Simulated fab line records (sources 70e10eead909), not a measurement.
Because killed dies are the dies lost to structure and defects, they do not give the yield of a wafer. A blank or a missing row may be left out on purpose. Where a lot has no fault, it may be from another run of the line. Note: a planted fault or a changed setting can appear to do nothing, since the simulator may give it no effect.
A struck lot beside a sound one | flow nand_harc | 15 out of 1302 route steps
Sound: these wafers, L167.1, L167.2, L167.3. The struck wafers were L176.2, L176.3, L176.6. Last of all comes the cause.
Each step with rows lists, per side, the tool, then ch with its chambers, then its first start. Under that, the readings that differ: sound wafers | struck wafers | difference of the means | sigmas: that difference in standard deviations of wafers without a fault.
alike: words and numbers the same on both sides, and readings whose means are apart by under 2 such deviations; not compared: readings that were withheld, readings missing a value for some wafer, numbers with overlapping values and no deviation given by the record, and bounds like >300 which may hide the same value.
The two part at a step that has a row with sigmas, a row that says differs or no value, or rows on one side only. Numbers that have no deviation but don't overlap get no sigmas and don't part them. A reading that every wafer of one side lacks parts them only if that side has two wafers or more.

first, 2 steps without rows for these wafers: NHARC_A_CONTACT_STRIP_100 (strips in CF4/CHF3); NHARC_A_CONTACT_STRIP_101 (strips in O2/COS).
NHARC_A_CONTACT_ETCH_102: etches the open film in CF4/O2, target depth 100 nm, overetch 10 nm, time 55 s.
  sound on rie_diel-06 ch 0,1,3, day 26 11:47; struck on rie_diel-05 ch 0,2,3, day 30 01:47
  alike: drypump_motor_current_A, oes_ar_750_au, oes_f_703_au, oes_product_au, rf_vpp_V, showerhead_plenum_p_Torr, throttle_valve_pct
  not compared: rf_hours_counter_h
NHARC_A_CONTACT_STRIP_55: strips in O2.
  sound: rie_diel-06 ch 0,1,3; struck: rie_diel-05 ch 1,2,3
  alike: drypump_motor_current_A, oes_product_au, rf_vpp_V, showerhead_plenum_p_Torr, throttle_valve_pct
  not compared: rf_hours_counter_h
then, 1 step without rows for these wafers: NHARC_A_CONTACT_STRIP_56 (strips in post etch residue remover, time 600 s).
NHARC_A_CONTACT_DEP_57: deposits aC, target thk 5300 nm.
  sound on acl_dep-02 ch 0, day 26 20:50; struck on acl_dep-02 ch 0, day 30 06:33
  alike: susceptor_temp_C, throttle_valve_pct
NHARC_A_CONTACT_DEP_58: deposits SiON, target thk 90 nm.
  sound on pecvd-01 ch 0,1,2, day 27 00:04; struck on pecvd-01 ch 0,1,2, day 30 09:19
  alike: heater_power_w, susceptor_temp_C
then, 5 steps without rows for these wafers: NHARC_A_CONTACT_DEHYDRATE_59 (time 120 s); NHARC_A_CONTACT_HMDS_60 (time 30 s); NHARC_A_CONTACT_COAT_61 (time 75 s); NHARC_A_CONTACT_COAT_62 (time 65 s); NHARC_A_CONTACT_COAT_63 (resist thk 90 nm).
NHARC_A_CONTACT_SOFTBAKE_64: time 55 s.
  sound on litho_track-06 ch 0, day 27 00:00; struck on litho_track-04 ch 0, day 30 09:00
  reading                  | sound                | struck               | difference | sigmas
  heater_power_total_W (W) | 188.56 188.23 188.35 | 219.77 219.45 219.51 | +31.20     | +99 or more
  alike: exhaust_pa
then, 1 step without rows for these wafers: NHARC_A_CONTACT_EBR_65.
NHARC_END_SORT_01:
  the record has rows for the sound wafers here (prober-01 ch 0, day 29 13:46) and none for the struck ones

== WHERE THEY PART ==
Last at NHARC_END_SORT_01 as far as this record goes, first at NHARC_A_CONTACT_SOFTBAKE_64.

WHY: what had been put in by the simulator
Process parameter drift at NHARC_A_CONTACT_SOFTBAKE_64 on litho_track-04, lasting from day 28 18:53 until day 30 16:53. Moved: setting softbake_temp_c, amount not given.
